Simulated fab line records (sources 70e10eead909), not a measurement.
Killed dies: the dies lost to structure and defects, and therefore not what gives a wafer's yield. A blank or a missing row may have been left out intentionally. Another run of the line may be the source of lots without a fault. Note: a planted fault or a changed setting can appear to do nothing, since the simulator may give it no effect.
Matching of chambers + flow nand harc + NHARC_A_CONTACT_DEP_58 on pecvd-01: 3 sister chambers
The step deposits SiON, target thk 60 nm. 16 wafers are shown with their chamber, then 8 later ones without.

WAFERS PAIRED WITH THEIR CHAMBERS
| wafer  | chamber | heater power w (W) |
|--------|---------|--------------------|
| L077.3 | 1       | 625                |
| L077.4 | 1       | 626                |
| L077.6 | 0       | 798                |
| L075.2 | 1       | 625                |
| L075.3 | 2       | 622                |
| L075.5 | 0       | 937                |
| L078.2 | 1       | 586                |
| L078.3 | 2       | 589                |
| L078.5 | 1       | 595                |
| L076.2 | 0       | 892                |
| L076.4 | 2       | 571                |
| L076.5 | 0       | 908                |
| L080.2 | 2       | 563                |
| L080.4 | 0       | 926                |
| L080.6 | 1       | 570                |
| L084.1 | 0       | 882                |

SIGNATURES, as means of the wafers listed above
| reading        | chamber 0 | chamber 1 | chamber 2 | scatter within a chamber |
|----------------|-----------|-----------|-----------|--------------------------|
| heater power w | 890.50    | 604.50    | 586.25    | 36.5                     |
Rule: for each reading, subtract the chamber's mean from the wafer's reading, divide by that reading's scatter and square the result; add these up over the readings and take the root, which gives the wafer's distance from the chamber. The wafer belongs to the nearest chamber; if the next one is less than 2 further off, it can't be placed. The scatter is the square root of a quotient: the sum, over the shown wafers, of each reading's squared deviation from its chamber's mean, divided by wafers minus chambers.

WAFERS WHOSE CHAMBER IS MISSING
| wafer  | heater power w (W) |
|--------|--------------------|
| L084.2 | 611                |
| L084.6 | 662                |
| L087.2 | 654                |
| L087.4 | 947                |
| L087.5 | 598                |
| L096.2 | 607                |
| L096.4 | 655                |
| L096.5 | 943                |

THE CHAMBER EACH PASSED THROUGH
| wafer  | from the rows above     | in truth |
|--------|-------------------------|----------|
| L084.2 | can't be placed: 1 or 2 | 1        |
| L084.6 | can't be placed: 1 or 2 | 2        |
| L087.2 | can't be placed: 1 or 2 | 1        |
| L087.4 | 0                       | 0        |
| L087.5 | can't be placed: 1 or 2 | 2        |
| L096.2 | can't be placed: 1 or 2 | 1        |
| L096.4 | can't be placed: 1 or 2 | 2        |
| L096.5 | 0                       | 0        |
2 of 8 placed correctly. Cannot be placed on the basis of these rows: 6; the candidates contain the true chamber in 6. Placed wrongly: 0.
